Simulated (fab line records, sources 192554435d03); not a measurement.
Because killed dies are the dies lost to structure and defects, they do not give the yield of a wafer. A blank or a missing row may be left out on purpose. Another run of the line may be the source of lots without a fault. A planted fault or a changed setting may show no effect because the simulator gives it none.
Chamber matching | flow n5_finfet | N5_BEOL_M11_CURE_71 on uv_cure-02: 3 sister chambers
The step cures SiCOH lowk, time 240 s. 16 wafers are shown with their chamber, then 8 later ones without.

== EACH WAFER AND ITS CHAMBER ==
wafer  | chamber | wafer_temp_C_max | lamp_power_pct (%)
L074.2 | 1       | 387.3            | 52.37
L074.5 | 1       | 387.0            | 52.28
L074.6 | 1       | 386.0            | 52.34
L075.1 | 1       | 386.6            | 52.32
L075.2 | 1       | 387.1            | 52.45
L075.6 | 1       | 386.3            | 52.26
L079.1 | 0       | 386.9            | 52.28
L079.4 | 0       | 386.7            | 52.26
L079.5 | 0       | 387.2            | 52.28
L083.1 | 2       | 385.6            | 52.22
L083.3 | 2       | 386.2            | 52.29
L083.5 | 2       | 385.9            | 52.33
L083.2 | 2       | 385.4            | 52.22
L083.4 | 2       | 385.7            | 52.37
L083.6 | 2       | 386.1            | 52.37
L086.3 | 2       | 386.6            | 52.34

SIGNATURES (means of the wafers above)
reading          | chamber 0 | chamber 1 | chamber 2 | scatter within a chamber
wafer_temp_C_max | 386.933   | 386.717   | 385.929   | 0.429
lamp_power_pct   | 52.2733   | 52.3367   | 52.3057   | 0.0611
Rule: for a wafer and a chamber, the distance is found by dividing, reading by reading, the gap between the wafer's reading and the chamber's mean by the reading's scatter, squaring, summing and taking the root. If the next closest chamber is less than 2 further off than the closest, the wafer can't be placed; otherwise it belongs to the closest. The scatter: the root of (the sum of the squares of (reading less its chamber's mean) over the shown wafers, divided by (wafers less chambers)).

== WAFERS WHOSE CHAMBER IS MISSING ==
wafer  | wafer_temp_C_max | lamp_power_pct (%)
L086.5 | 385.8            | 52.34
L086.6 | 386.5            | 52.23
L090.1 | 385.8            | 52.30
L090.2 | 386.1            | 52.25
L090.3 | 385.7            | 52.20
L089.1 | 386.9            | 52.31
L089.3 | 386.7            | 52.29
L089.4 | 386.5            | 52.20

== WHICH CHAMBER EACH ONE RAN IN ==
wafer  | from the rows above          | in truth
L086.5 | can't be placed: 2 or 1      | 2
L086.6 | can't be placed: 0 or 1 or 2 | 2
L090.1 | can't be placed: 2 or 1      | 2
L090.2 | can't be placed: 2 or 0 or 1 | 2
L090.3 | can't be placed: 2 or 0 or 1 | 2
L089.1 | can't be placed: 0 or 1 or 2 | 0
L089.3 | can't be placed: 0 or 1 or 2 | 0
L089.4 | can't be placed: 0 or 2 or 1 | 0
Placed correctly: 0 of 8. Can't be placed from these rows: 8 (the true chamber is among the candidates in 8). Wrongly placed: 0.
